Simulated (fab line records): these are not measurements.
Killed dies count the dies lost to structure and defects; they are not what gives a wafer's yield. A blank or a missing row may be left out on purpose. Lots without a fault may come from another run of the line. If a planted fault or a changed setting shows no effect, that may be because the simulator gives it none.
One fault seen from 3 desks -- flow n5_finfet -- each desk holds nothing but its own numbers, with what lay behind them at the end

## THE DEFECT DESK
Lot by lot, what the route's inspections counted, given as the mean of those sampled wafers with a number. If a lot's mean is further than 4 standard deviations from the usual mean, the lot is out of limits and carries the mark OUT (the distance appears in the brackets).
Columns: A = raw_defect_count at N5_BEOL_M0_SAQP_INSPECT_16, usual 499
lot,first seen here,A
L379,day 5 17:17,328
L380,day 5 20:05,662
L385,day 7 05:30,445
L386,day 7 13:56,646
L387,day 7 18:19,414
L395,day 9 17:16,687
L396,day 9 22:55,464
L399,day 10 20:47,596
L400,day 11 23:40,426
L401,day 12 00:21,422
This desk's verdict: no lot among the 10 shows anything out of limits.

## METROLOGY DESK
What the gauges read for every lot (on any tool): the sampled wafers with a number, averaged. If a lot's mean is further than 4 standard deviations from the usual mean, the lot is out of limits and carries the mark OUT (the distance appears in the brackets). Readings shown: 7 of its 10, picked as those furthest out on some lot.
Columns: A = DIBL_N at N5_BEOL_M4_RC_MEAS_101, usual 36.2 mV/V; B = DIBL_P at N5_BEOL_M4_RC_MEAS_101, usual 36.5 mV/V; C = IOFF_P at N5_BEOL_M4_RC_MEAS_101, usual 0.22 nA/um; D = ION_P at N5_BEOL_M4_RC_MEAS_101, usual 463 uA/um; E = SS_P at N5_BEOL_M4_RC_MEAS_101, usual 73.4 mV/dec; F = VT_N at N5_BEOL_M4_RC_MEAS_101, usual 250 mV; G = VT_P at N5_BEOL_M4_RC_MEAS_101, usual -250 mV
lot,first seen here,A,B,C,D,E,F,G
L379,day 7 23:32,35.0,32.1,0.16,453,72.3,250,-254
L380,day 8 01:12,34.4,33.7,0.19,457,73.1,253,-251
L385,day 9 22:13,37.2,38.1,0.22,475,73.3,251,-250
L386,day 10 02:25,32.8,31.5,0.14,443,72.2,253,-258
L387,day 10 07:01,38.5,40.8,0.22,455,74.2,247,-253
L395,day 12 16:28,37.5,37.4,0.22,461,74.1,245,-249
L396,day 12 21:07,37.8,36.8,0.26,468,72.8,248,-246
L399,day 13 01:31,37.5,39.6,0.23,458,73.6,251,-251
L400,day 14 05:14,38.5,38.1,0.25,462,75.0,250,-250
L401,day 14 09:05,34.3,35.6,0.20,460,73.3,248,-251
This desk's verdict: no lot among the 10 shows anything out of limits.

## DESK OF THE TOOL OWNER: litho_track-05
The tool's own readings at N5_BEOL_M0_SAQP_COAT_105 (time 60 s, resist thk 100 nm): means of the sampled wafers that have a number, for each lot that ran on this tool. If a lot's mean is further than 4 standard deviations from the usual mean, the lot is out of limits and carries the mark OUT (the distance appears in the brackets).
Columns: A = dispense_pressure_kPa at N5_BEOL_M0_SAQP_COAT_105, usual 48 kPa; B = exhaust_pa at N5_BEOL_M0_SAQP_COAT_105, usual 45.2 Pa; C = spin_speed_rpm at N5_BEOL_M0_SAQP_COAT_105, usual 1500.2 rpm
lot,first seen here,A,B,C
L379,day 5 20:04,43,45.4,1499.4
L385,day 7 07:53,43,45.4,1603.4 (+86) OUT
L387,day 7 20:34,43,45.4,1601.9 (+85) OUT
L401,day 12 02:35,43,46.3,1500.6
This desk finds L385, L387 out of limits, L385 being first, at day 7 07:53 (spin_speed_rpm at N5_BEOL_M0_SAQP_COAT_105). L379, L401 stayed within limits.

## PUT TOGETHER
At day 7 07:53, on L385, L387, the tool owner's desk was in a position to raise an alarm.
Nothing out of limits was seen by the defect desk.
From the metrology desk's view, nothing was out of limits.
The defect desk has L385, L387 on record, within its limits.
The metrology desk has L385, L387 on record, within its limits.
Every lot named ran N5_BEOL_M0_SAQP_COAT_105 on litho_track-05.

## WHAT THE SIMULATOR HAD PUT IN
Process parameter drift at N5_BEOL_M0_SAQP_COAT_105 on litho_track-05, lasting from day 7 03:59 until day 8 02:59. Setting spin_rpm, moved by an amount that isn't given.
Lots struck among those shown: L385, L387.
Time in hours from fault onset to the first out-of-limits reading at each desk: the tool owner's desk, 4.
